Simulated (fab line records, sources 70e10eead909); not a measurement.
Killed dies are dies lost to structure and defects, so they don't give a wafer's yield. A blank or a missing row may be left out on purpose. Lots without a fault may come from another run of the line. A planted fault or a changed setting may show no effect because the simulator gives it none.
Which tool did it? | flow nand_harc | 10 lots, 30 wafers sampled, at 4 steps of a route of 1159

WHAT THE GAUGES READ, wafer by wafer
NHARC_A_SLIT_CD_MEAS_21.
lot  | measured     | on        | cd_nm (nm)
L074 | day 14 08:10 | cd_sem-02 | 289.3 289.9 290.2
L078 | day 15 08:21 | cd_sem-02 | 291.1 290.0 291.5
L080 | day 16 09:04 | cd_sem-02 | 288.6 289.7 289.1
L084 | day 16 19:53 | cd_sem-01 | 289.1 287.3 289.1
L083 | day 16 21:33 | cd_sem-03 | 290.5 291.4 290.5
L086 | day 17 21:50 | cd_sem-03 | 290.0 289.6 289.9
L085 | day 17 20:08 | cd_sem-01 | 291.0 289.9 290.0
L090 | day 18 10:21 | cd_sem-03 | 289.0 290.8 289.6
L091 | day 18 18:16 | cd_sem-02 | 290.7 290.0 290.3
L095 | day 19 18:35 | cd_sem-02 | 289.7 290.4 289.5

WHICH TOOL RAN EACH LOT (tool, then ch and the chambers of the sampled wafers, then the start)
lot  | NHARC_A_STAIRCASE_ETCHBACK_157     | NHARC_A_SLIT_ETCH_24               | NHARC_A_SLIT_ETCH_17
L074 | rie_diel-11 ch 0,1,3, day 13 03:11 | rie_diel-05 ch 1,2,3, day 13 22:19 | har_etch-02 ch 0,1, day 14 05:33
L078 | rie_diel-02 ch 1,3, day 14 15:30   | rie_diel-01 ch 2,3, day 15 05:01   | har_etch-02 ch 0,1, day 15 05:57
L080 | rie_diel-03 ch 0,1,2, day 15 14:52 | rie_diel-05 ch 0,2, day 16 05:43   | har_etch-01 ch 0,1, day 16 06:24
L084 | rie_diel-02 ch 1,2,3, day 16 04:59 | rie_diel-05 ch 1,2, day 16 16:35   | har_etch-02 ch 0,1, day 16 17:16
L083 | rie_diel-11 ch 0,2,3, day 16 05:35 | rie_diel-13 ch 1,3, day 16 16:54   | har_etch-02 ch 0,1, day 16 18:56
L086 | rie_diel-02 ch 1,2,3, day 17 01:40 | rie_diel-13 ch 0,1,3, day 17 15:59 | har_etch-02 ch 0,1, day 17 19:10
L085 | rie_diel-11 ch 0,1,3, day 17 02:13 | rie_diel-05 ch 1,2,3, day 17 14:01 | har_etch-02 ch 0,1, day 17 17:44
L090 | rie_diel-02 ch 2,3, day 17 16:59   | rie_diel-13 ch 0,1, day 18 06:53   | har_etch-02 ch 0,1, day 18 07:42
L091 | rie_diel-02 ch 0,1,3, day 17 23:58 | rie_diel-01 ch 0,3, day 18 14:54   | har_etch-01 ch 0,1, day 18 15:50
L095 | rie_diel-11 ch 0,2,3, day 19 00:30 | rie_diel-01 ch 0,1,2, day 19 15:16 | har_etch-02 ch 0,1, day 19 15:56
- NHARC_A_STAIRCASE_ETCHBACK_157: etches the open film in CH3F/O2, target depth 90 nm, time 167.14 s.
- NHARC_A_SLIT_ETCH_24: etches the open film in CF4/CHF3, target depth 121 nm, time 60.5 s.
- NHARC_A_SLIT_ETCH_17: etches the open film in C4F8/O2/Ar, time 1687.5 s, target depth 10100 nm.

THE ANSWER, worked out from the rows above alone
Rule: what is usual is taken from the lots themselves. Put in order of their means at a reading, lots are off if they are a third of the lots or fewer, leave a main group of 4 or more, and stand apart from it by a gap of 3 or more times the standard deviation of the main group's means; of several such gaps the widest counts. A main group whose means are all the same, to the digits that the tables above print for the reading, isn't used. A lot without any number at a reading at which 4 lots or more have one is off too. The other lots that the step has rows for count as sound.
No lot is off at any reading shown: from this, nothing can be told.

WHAT THE SIMULATOR HAD PUT IN
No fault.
